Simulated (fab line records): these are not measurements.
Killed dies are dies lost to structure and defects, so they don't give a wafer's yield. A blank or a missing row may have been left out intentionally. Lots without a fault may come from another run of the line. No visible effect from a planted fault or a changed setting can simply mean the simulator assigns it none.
fab line records	flow n5_finfet
record lots=8	wafers=24	last_day=18
route steps=1938 shown SD_EPI_N@273 SD_EPI_P@305 BEOL_M4@1111 PASSIVATION@1936
lots untouched by any fault: they come from a run of this same line in which no faults occurred
start_h: hours from the record's first day to the start of the lot's first wafer shown	wait_h: how many hours have passed since the lot's step before this one	" same as the row above	L1.1+2: one row covering several wafers at once	- value missing, or start not given	* or withheld: withheld	< > ~ a bound
route shown NAME@n: names a module that has steps shown in the file, with the first one's number in the route	usual: the fault-free wafers' mean and standard deviation	same: alike in all rows	chamber/n: place in a boat	sites: per-site readings	_std_site: standard deviation across them	_edge_site: outer sites' mean less inner sites'	radius_mm: how far each site lies from the wafer's centre	mask NAME#n: copy n	behind: the tool/chamber that last shaped the wafer	hold: what put the lot on hold/how long, in hours/how the hold closed	device: transistor that didn't switch, given as n, p or np	end of line: the route-end tests of the same wafers	for a step that has no rows: nothing shown but its recipe	killed: at the first sort, the dies lost to defects and structure; wafer yield is something else	map: a wafer's dies, marking killed ones x, the rest . and places with no die _
set.NAME: the setting that was run; set.NAME@STEP: the one run at that earlier step	model.NAME: the simulator's own value behind a step, which no gauge read
the route's steps for a sample of lots (tables are steps, rows are wafers)
services: from which hour (start_h, from the record's first day; less than 0 if before it) a tool's chamber was out of use, for how many hours, and why
## steps
# step N5_SD_EPI_N_DESCUM_14
# recipe chemistry=O2	time_s=7.9	source_power_w=50	bias_power_w=20	pressure_mtorr=20	rf_frequency_hz=2.712e+07	temp_c=40	resist=CAR-ArF-block	o2_flow_sccm=225
# usual drypump_motor_current_A=5.9/0.39	oes_product_au=0.78/0.098	rf_vpp_V=242.7/1.8	showerhead_plenum_p_Torr=2.07/0.09	throttle_valve_pct=20.45/0.25
lot.wafer	tool	chamber	start_h	wait_h	drypump_motor_current_A	oes_product_au	rf_hours_counter_h	rf_vpp_V	showerhead_plenum_p_Torr	throttle_valve_pct
L503.1	rie_diel-05	3	69.70	0.0	5.8	0.71	233	243.3	1.97	20.36
L503.3	"	0	"	"	5.3	0.73	198	241.4	1.99	20.94
L503.4	"	2	"	"	5.4	0.70	238	242.5	1.98	20.55
L506.1	rie_diel-06	2	85.29	0.0	6.3	0.71	214	242.2	2.08	20.53
L506.2	"	0	"	"	5.8	0.86	62	242.7	2.04	20.22
L506.4	"	3	"	"	6.4	0.70	-	245.5	2.07	20.56
L511.3	rie_diel-06	1	118.05	0.3	5.4	0.99	2	245.1	2.23	20.18
L511.4	"	0	"	"	5.8	0.85	-	242.0	2.03	20.25
L511.5	"	2	"	"	6.3	0.69	-	243.0	2.07	20.56
L512.4	rie_diel-06	0	127.15	0.9	5.7	0.84	79	240.9	2.03	20.27
L512.5	"	2	"	"	6.3	0.70	-	243.5	2.07	20.57
L512.6	"	3	"	"	6.5	0.69	-	242.6	2.06	20.58
L513.1	rie_diel-03	3	128.91	1.1	6.1	0.78	92	245.0	2.20	20.61
L513.2	"	1	"	"	5.9	0.68	245	244.7	2.14	20.94
L513.5	"	0	"	"	5.5	0.71	-	243.2	2.08	20.37
L520.1	rie_diel-06	0	170.77	0.9	5.8	0.81	102	241.0	2.02	20.29
L520.2	"	3	"	"	6.4	0.93	12	242.3	2.06	20.21
L520.6	"	3	"	"	6.4	0.92	-	242.3	2.06	20.20
L522.1	rie_diel-05	1	183.62	0.0	5.9	0.70	197	242.3	1.99	20.09
L522.2	"	0	"	"	5.3	0.72	218	240.4	1.99	20.95
L522.4	"	2	"	"	5.4	0.98	-	245.8	2.24	20.27
L523.1	rie_diel-05	0	190.50	0.0	5.3	0.72	221	240.8	1.99	20.95
L523.4	"	2	"	"	5.4	0.97	-	245.2	2.24	20.26
L523.6	"	1	"	"	5.9	0.70	-	242.7	1.98	20.08
# step N5_SD_EPI_N_ETCH_35
# recipe chemistry=N2/H2	target=SOC	overetch_a=1080	mask_material=SiARC	temp_c=40	ion_energy_ev=100	source_w=3000	bias_w=133	pressure_mtorr=20	time_s=486	n2_flow_sccm=200	h2_flow_sccm=200
# usual drypump_motor_current_A=5.9/0.39	oes_product_au=0.69/0.082	rf_vpp_V=240.3/1.7	showerhead_plenum_p_Torr=2.51/0.11	throttle_valve_pct=23.85/0.28
lot.wafer	tool	chamber	start_h	wait_h	drypump_motor_current_A	oes_product_au	rf_hours_counter_h	rf_vpp_V	showerhead_plenum_p_Torr	throttle_valve_pct
L503.1	rie_diel-05	3	69.79	0.0	5.8	0.64	233	237.6	2.40	23.57
L503.3	"	0	"	"	5.3	0.66	198	238.4	2.42	24.38
L503.4	"	2	"	"	5.4	0.63	239	237.8	2.40	23.77
L506.1	rie_diel-06	2	85.38	0.0	6.3	0.63	214	240.1	2.52	23.95
L506.2	"	0	"	"	5.8	0.77	62	240.4	2.47	23.58
L506.4	"	3	"	"	6.4	0.62	-	240.1	2.51	24.04
L511.3	rie_diel-06	1	118.14	0.0	5.4	0.86	2	241.8	2.71	23.88
L511.4	"	0	"	"	5.8	0.76	-	238.9	2.46	23.60
L511.5	"	2	"	"	6.3	0.63	-	240.4	2.51	23.95
L512.4	rie_diel-06	0	127.24	0.0	5.8	0.75	80	240.5	2.46	23.62
L512.5	"	2	"	"	6.3	0.62	-	240.5	2.51	23.97
L512.6	"	3	"	"	6.4	0.61	-	240.1	2.51	24.02
L513.1	rie_diel-03	3	129.00	0.0	6.1	0.71	92	243.0	2.67	23.88
L513.2	"	1	"	"	5.9	0.61	245	241.8	2.61	24.42
L513.5	"	0	"	"	5.6	0.64	-	240.9	2.52	23.63
L520.1	rie_diel-06	0	170.86	0.0	5.8	0.73	102	239.1	2.45	23.64
L520.2	"	3	"	"	6.5	0.83	12	240.2	2.50	23.74
L520.6	"	3	"	"	6.4	0.82	-	239.7	2.50	23.73
L522.1	rie_diel-05	1	183.71	0.0	5.9	0.63	197	239.4	2.41	23.39
L522.2	"	0	"	"	5.3	0.64	219	238.8	2.41	24.40
L522.4	"	2	"	"	5.4	0.87	-	242.4	2.71	23.54
L523.1	rie_diel-05	0	190.59	0.0	5.3	0.64	221	239.6	2.41	24.41
L523.4	"	2	"	"	5.4	0.85	-	242.7	2.71	23.57
L523.6	"	1	"	"	5.9	0.63	-	239.1	2.41	23.38
# step N5_SD_EPI_N_ETCH_45
# recipe chemistry=CH3F/O2	target=SiOCN	target_depth_a=60	mask_material=SOC	ion_energy_ev=60	bias_w=29	pressure_mtorr=15	source_w=410	Ar_flow_sccm=150	CH3F_flow_sccm=30	O2_flow_sccm=20
# usual drypump_motor_current_A=5.8/0.39	mfc_ar_sccm=150.1/0.44	oes_product_au=0.78/0.097	rf_vpp_V=127.2/1.1	showerhead_plenum_p_Torr=1.97/0.085	throttle_valve_pct=23.32/0.27
lot.wafer	tool	chamber	start_h	wait_h	drypump_motor_current_A	mfc_ar_sccm	oes_product_au	rf_hours_counter_h	rf_vpp_V	showerhead_plenum_p_Torr	throttle_valve_pct
L503.1	rie_diel-05	3	70.21	0.1	5.8	150.9	0.70	233	126.8	1.89	23.30
L503.3	"	0	"	"	5.3	149.2	0.74	199	125.8	1.90	23.85
L503.4	"	2	"	"	5.4	150.4	0.69	239	126.5	1.88	23.35
L506.1	rie_diel-06	2	85.80	0.1	6.3	149.9	0.70	214	129.0	1.97	23.37
L506.2	"	0	"	"	5.8	150.0	0.85	62	127.8	1.93	23.06
L506.4	"	3	"	"	6.4	149.6	0.69	-	126.1	1.97	23.44
L511.3	rie_diel-06	1	118.56	0.1	5.4	150.2	0.99	2	129.4	2.12	23.04
L511.4	"	0	"	"	5.8	150.6	0.85	-	126.0	1.93	23.08
L511.5	"	2	"	"	6.3	150.3	0.70	-	126.4	1.97	23.38
L512.4	rie_diel-06	0	127.66	0.1	5.8	151.2	0.84	80	126.9	1.93	23.10
L512.5	"	2	"	"	6.3	150.1	0.69	-	127.2	1.97	23.39
L512.6	"	3	"	"	6.4	149.5	0.69	-	127.6	1.96	23.44
L513.1	rie_diel-03	3	129.43	0.1	6.1	150.6	0.79	92	129.0	2.11	23.62
L513.2	"	1	"	"	5.9	150.4	0.67	245	126.6	2.05	23.81
L513.5	"	0	"	"	5.6	149.8	0.72	-	127.7	1.97	23.18
L520.1	rie_diel-06	0	171.28	0.1	5.8	149.6	0.82	103	125.0	1.92	23.13
L520.2	"	3	"	"	6.4	149.1	0.93	12	125.7	1.96	23.12
L520.6	"	3	"	"	6.4	150.0	0.94	-	127.5	1.96	23.10
L522.1	rie_diel-05	1	184.14	0.1	5.9	150.5	0.69	197	125.6	1.90	23.00
L522.2	"	0	"	"	5.3	150.4	0.72	219	125.8	1.89	23.86
L522.4	"	2	"	"	5.4	150.2	0.99	-	130.2	2.12	23.13
L523.1	rie_diel-05	0	191.02	0.1	5.3	150.2	0.71	221	125.6	1.89	23.86
L523.4	"	2	"	"	5.4	150.4	0.97	-	128.2	2.12	23.13
L523.6	"	1	"	"	5.9	150.4	0.68	-	126.6	1.90	23.01
# step N5_SD_EPI_N_PRECLEAN_24
# recipe chemistry=O3/DIW	time_s=60	temp_c=22	o3_ppm=10
lot.wafer	tool	chamber	start_h	wait_h
L503.1+3+4	wet_bench-02	2,1,0	74.85	0.0
L506.1+2+4	wet_bench-02	3,0,7	91.78	0.0
L511.3+4+5	wet_bench-02	2,5,4	121.48	0.0
L512.4+5+6	wet_bench-05	4,5,6	130.59	0.0
L513.1+2+5	wet_bench-02	5,4,0	132.34	0.0
L520.1+2+6	wet_bench-04	1,3,5	174.23	0.0
L522.1+2+4	wet_bench-05	7,0,1	187.05	0.0
L523.1+4+6	wet_bench-04	7,2,3	193.95	0.0
# step N5_SD_EPI_N_INSPECT_26
# recipe inspect_instrument=darkfield	mode=post_epi
# usual raw_defect_count=220/46
lot.wafer	tool	chamber	start_h	wait_h	raw_defect_count
L503.1	defect_inspect-02	-	75.37	0.1	264
L503.3	"	-	"	"	270
L503.4	"	-	"	"	252
L506.1	defect_inspect-02	-	92.38	0.1	130
L506.2	"	-	"	"	232
L506.4	"	-	"	"	170
L511.3	defect_inspect-01	-	121.99	0.1	803
L511.4	"	-	"	"	851
L511.5	"	-	"	"	791
L512.4	defect_inspect-01	-	131.11	0.1	223
L512.5	"	-	"	"	152
L512.6	"	-	"	"	243
L513.1	defect_inspect-01	-	133.26	0.1	790
L513.2	"	-	"	"	829
L513.5	"	-	"	"	855
L520.1	defect_inspect-01	-	174.75	0.1	261
L520.2	"	-	"	"	290
L520.6	"	-	"	"	257
L522.1	defect_inspect-01	-	188.03	0.1	196
L522.2	"	-	"	"	242
L522.4	"	-	"	"	246
L523.1	defect_inspect-02	-	194.46	0.1	164
L523.4	"	-	"	"	203
L523.6	"	-	"	"	133
# step N5_SD_EPI_P_INSPECT_11
# recipe mode=adi	inspect_instrument=macro
# usual raw_defect_count=1.8/1.2
lot.wafer	tool	chamber	start_h	wait_h	raw_defect_count
L503.1	defect_inspect-02	-	75.70	0.0	0
L503.3	"	-	"	"	2
L503.4	"	-	"	"	1
L506.1	defect_inspect-02	-	92.83	0.0	3
L506.2	"	-	"	"	2
L506.4	"	-	"	"	1
L511.3	defect_inspect-01	-	122.45	0.0	>300
L511.4	"	-	"	"	>300
L511.5	"	-	"	"	>300
L512.4	defect_inspect-02	-	131.56	0.0	1
L512.5	"	-	"	"	2
L512.6	"	-	"	"	2
L513.1	defect_inspect-01	-	133.72	0.0	>300
L513.2	"	-	"	"	>300
L513.5	"	-	"	"	>300
L520.1	defect_inspect-01	-	175.08	0.0	2
L520.2	"	-	"	"	2
L520.6	"	-	"	"	4
L522.1	defect_inspect-02	-	188.35	0.0	2
L522.2	"	-	"	"	1
L522.4	"	-	"	"	2
L523.1	defect_inspect-02	-	194.79	0.0	1
L523.4	"	-	"	"	2
L523.6	"	-	"	"	0
# step N5_SD_EPI_P_INSPECT_26
# recipe inspect_instrument=darkfield	mode=post_epi
# usual raw_defect_count=185/40
lot.wafer	tool	chamber	start_h	wait_h	raw_defect_count
L503.1	defect_inspect-02	-	80.29	0.0	257
L503.3	"	-	"	"	230
L503.4	"	-	"	"	230
L506.1	defect_inspect-01	-	96.60	0.0	145
L506.2	"	-	"	"	201
L506.4	"	-	"	"	117
L511.3	defect_inspect-02	-	126.20	0.0	759
L511.4	"	-	"	"	814
L511.5	"	-	"	"	785
L512.4	defect_inspect-02	-	135.38	0.0	189
L512.5	"	-	"	"	121
L512.6	"	-	"	"	167
L513.1	defect_inspect-01	-	137.47	0.0	788
L513.2	"	-	"	"	835
L513.5	"	-	"	"	845
L520.1	defect_inspect-02	-	178.99	0.0	168
L520.2	"	-	"	"	204
L520.6	"	-	"	"	188
L522.1	defect_inspect-02	-	192.10	0.0	141
L522.2	"	-	"	"	202
L522.4	"	-	"	"	145
L523.1	defect_inspect-02	-	198.55	0.0	114
L523.4	"	-	"	"	169
L523.6	"	-	"	"	131
# step N5_BEOL_M4_RC_MEAS_101
# usual DIBL_N=35.9/1.3	DIBL_P=36.3/1.5	IOFF_N=0.153/0.023	IOFF_P=0.208/0.028	ION_N=672/9.7	ION_P=462/6.6	SS_N=71.5/0.53	SS_P=73.3/0.59	VT_N=250.4/2.7	VT_P=-250.5/3
lot.wafer	tool	chamber	start_h	wait_h	DIBL_N[mV/V]	DIBL_P[mV/V]	IOFF_N[nA/um]	IOFF_P[nA/um]	ION_N[uA/um]	ION_P[uA/um]	SS_N[mV/dec]	SS_P[mV/dec]	VT_N[mV]	VT_P[mV]
L503.1	prober-01	0	200.32	0.0	37.3	37.6	0.186	0.275	672	470	72.6	73.6	245.2	-245.2
L503.3	"	0	"	"	35.1	34.8	0.148	0.214	670	469	71.1	72.8	250.7	-248.0
L503.4	"	0	"	"	38.7	39.2	0.218	0.307	690	478	73.0	73.3	246.7	-243.2
L506.1	prober-01	0	223.00	0.0	36.8	37.2	0.170	0.235	681	470	72.2	73.8	248.3	-249.1
L506.2	"	0	"	"	36.9	35.8	0.168	0.222	685	469	70.7	73.4	248.3	-250.4
L506.4	"	0	"	"	35.7	35.7	0.149	0.217	671	467	71.8	73.9	252.0	-249.9
L511.3	prober-01	0	243.81	0.3	35.8	35.2	0.141	0.200	670	462	71.3	73.0	252.4	-250.8
L511.4	"	0	"	"	34.1	32.7	0.116	0.167	649	450	70.6	72.7	257.0	-254.7
L511.5	"	0	"	"	34.7	34.5	0.120	0.191	654	464	70.8	73.3	253.8	-251.3
L512.4	prober-02	0	251.67	0.5	36.8	35.5	0.161	0.211	677	454	71.4	74.0	253.2	-251.8
L512.5	"	0	"	"	34.5	33.3	0.123	0.178	660	452	71.1	72.7	253.4	-253.1
L512.6	"	0	"	"	35.1	33.3	0.129	0.176	659	454	71.6	73.3	254.8	-253.2
L513.1	prober-02	0	274.79	0.0	34.4	34.2	0.117	0.164	656	447	70.8	72.5	253.0	-251.7
L513.2	"	0	"	"	36.0	36.0	0.137	0.192	656	452	71.7	72.9	252.0	-252.3
L513.5	"	0	"	"	37.2	37.4	0.153	0.211	666	456	71.6	73.3	251.0	-252.4
L520.1	prober-01	0	309.20	0.0	35.8	38.0	0.168	0.216	673	462	71.5	73.4	249.3	-252.6
L520.2	"	0	"	"	32.8	34.6	0.121	0.176	669	460	71.3	72.8	251.3	-253.5
L520.6	"	0	"	"	34.9	37.1	0.152	0.203	685	474	71.5	73.5	252.4	-249.4
L522.1	prober-02	0	316.46	0.0	34.8	35.7	0.130	0.177	667	465	71.1	73.4	252.7	-253.0
L522.2	"	0	"	"	35.1	36.5	0.138	0.189	674	461	71.4	72.4	252.6	-253.8
L522.4	"	0	"	"	36.2	37.1	0.155	0.208	671	459	71.0	73.0	252.4	-251.6
L523.1	prober-02	0	336.40	0.0	35.8	35.8	0.145	0.211	689	473	70.6	72.9	248.5	-249.6
L523.4	"	0	"	"	35.0	34.7	0.134	0.189	679	469	70.9	72.8	250.8	-249.5
L523.6	"	0	"	"	35.3	34.6	0.136	0.192	672	462	70.7	73.1	250.5	-249.6
# step N5_PASSIVATION_PROBE_49
# usual defect_limited_yield=91.1/1.5	killed_at_M0_to_M3=35/9.5	killed_at_M4_up=13/5.2	killed_at_contacts=12/6.1	killed_at_front_end=41/14	killed_at_other=3.8/2.9	killed_dies=105/17	killed_open=70/13	killed_short=33/8.4	sort_bin_5_function=5.1/0.97	sort_bin_6_memory=3.4/0.69	sort_bin_8_speed=0.00/0.007	sort_n_pass=1075/17	sort_yield_pct=91.1/1.5
# same gross_dies=1180	killed_at_back_side=0	sort_bin_4_leakage[%]=0
lot.wafer	tool	chamber	start_h	wait_h	defect_limited_yield[%]	killed_at_M0_to_M3	killed_at_M4_up	killed_at_contacts	killed_at_front_end	killed_at_other	killed_dies	killed_open	killed_short	sort_bin_5_function[%]	sort_bin_6_memory[%]	sort_bin_8_speed[%]	sort_n_pass	sort_yield_pct[%]
L511.3	prober-01	-	354.44	0.1	86.5	38	15	10	93	3	159	57	36	8.6	3.8	0	1021	86.5
L511.4	prober-01	-	354.49	0.2	86.6	32	16	21	85	4	158	73	26	8.6	3.6	0	1022	86.6
L511.5	prober-01	-	354.54	0.2	82.1	24	14	9	163	1	211	54	27	11.2	4.1	0	969	82.1
L513.1	prober-01	-	373.97	0.0	85.1	30	13	19	107	7	176	76	41	8.9	4.2	0	1004	85.1
L513.2	prober-01	-	374.02	0.1	80.7	31	11	7	173	6	228	69	33	11.6	5.4	0	952	80.7
L513.5	prober-01	-	374.17	0.2	82.7	37	17	12	138	0	204	81	25	10.4	4.1	0	976	82.7
# killed by level:class
L511.3 SD_EPI_N:unspecified=65 BEOL_M0_SAQP:geometric_particle:short=12 MOL_CONTACT_COAG:geometric_particle:open=7 BEOL_M4:geometric_particle:open=7 BEOL_M0_SAQP:geometric_particle:open=6 BEOL_M2:geometric_particle:open=6 BEOL_M3:geometric_particle:open=6 STARTING-WAFER:geometric_particle:short=5
L511.4 SD_EPI_N:unspecified=56 MOL_CONTACT_COAG:geometric_particle:open=17 BEOL_M0_SAQP:geometric_particle:open=10 STI_FIN_REVEAL:geometric_particle:open=9 BEOL_M0_SAQP:geometric_particle:short=9 FIN_SAQP:geometric_particle:short=5 FIN_SAQP:geometric_particle:open=5 BEOL_M3:geometric_particle:open=5
L511.5 SD_EPI_N:unspecified=128 MOL_CONTACT_COAG:geometric_particle:open=8 FIN_SAQP:geometric_particle:open=7 FIN_SAQP:geometric_particle:short=6 STI_FIN_REVEAL:geometric_particle:open=6 GATE_CUT:geometric_particle:open=5 BEOL_M0_SAQP:geometric_particle:short=5 BEOL_M0_SAQP:geometric_particle:open=5
L513.1 SD_EPI_N:unspecified=57 MOL_CONTACT_COAG:geometric_particle:open=15 GATE_CUT:geometric_particle:short=12 BEOL_M3:geometric_particle:open=11 STI_FIN_REVEAL:geometric_particle:open=7 DUMMY_GATE:geometric_particle:open=6 GATE_CUT:geometric_particle:open=6 BEOL_M3:geometric_particle:short=6
L513.2 SD_EPI_N:unspecified=125 BEOL_M3:geometric_particle:open=17 GATE_CUT:geometric_particle:open=9 GATE_CUT:geometric_particle:short=9 DUMMY_GATE:geometric_particle:open=8 FIN_SAQP:geometric_particle:open=6 FIN_SAQP:geometric_particle:short=5 MOL_CONTACT_COAG:geometric_particle:open=5
L513.5 SD_EPI_N:unspecified=95 STI_FIN_REVEAL:geometric_particle:open=11 BEOL_M3:geometric_particle:open=11 MOL_CONTACT_COAG:geometric_particle:open=10 FIN_SAQP:geometric_particle:short=8 BEOL_M0:geometric_particle:open=8 FIN_SAQP:geometric_particle:open=6 GATE_CUT:geometric_particle:open=6
## services
tool	chamber	start_h	hours	kind
rie_diel-05	-	47.80	1.1	repair
rie_diel-03	3	54.33	32.3	repair
rie_diel-06	1	87.45	-	clean
rie_diel-06	1	87.45	-	consumable_replace:focus_ring
rie_diel-06	1	87.45	-	consumable_replace:showerhead
rie_diel-06	1	87.45	24.6	scheduled_down
rie_diel-06	1	87.45	24.6	vent_cycle
rie_diel-05	2	111.77	-	clean
rie_diel-05	2	111.77	-	consumable_replace:focus_ring
rie_diel-05	2	111.77	-	consumable_replace:showerhead
rie_diel-05	2	111.77	13.0	scheduled_down
rie_diel-05	-	117.79	14.6	pm
rie_diel-06	0	131.83	6.3	repair
rie_diel-06	3	142.93	-	clean
rie_diel-06	3	142.93	-	consumable_replace:focus_ring
rie_diel-06	3	142.93	10.0	scheduled_down
rie_diel-06	3	142.93	10.0	vent_cycle
rie_diel-05	-	143.02	12.1	repair
rie_diel-06	2	158.69	-	clean
rie_diel-06	2	158.69	-	consumable_replace:focus_ring
rie_diel-06	2	158.69	12.5	scheduled_down
rie_diel-06	2	158.69	12.5	vent_cycle
rie_diel-03	0	160.20	1.9	repair
rie_diel-05	2	178.77	4.2	repair
## key
first_sign step=N5_SD_EPI_N_INSPECT_26	reading=raw_defect_count	direction=up	sigmas=13	usual=220	struck=820
effect step=N5_SD_EPI_P_INSPECT_11	reading=raw_defect_count	direction=up	sigmas=99+	usual=1.8	struck=>300
effect step=N5_SD_EPI_P_INSPECT_26	reading=raw_defect_count	direction=up	sigmas=15	usual=185	struck=804
effect step=N5_PASSIVATION_PROBE_49	reading=killed_at_front_end	direction=up	sigmas=6.3	usual=41	struck=126
more_kills_born_at N5_SD_EPI_N_PRECLEAN_24@wet_bench-02=526
met_at N5_SD_EPI_N_PRECLEAN_24
struck_lots L511,L513
not_acting_at N5_SD_EPI_N_DESCUM_14,N5_SD_EPI_N_ETCH_35,N5_SD_EPI_N_ETCH_45
onset_between 91.78 121.48
fault kind=chamber_particle_source	tool=wet_bench-02	chamber=-	onset_h=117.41	steps=N5_SD_EPI_N_PRECLEAN_24	rate_per_visit_cm2=0.94927	end_h=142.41
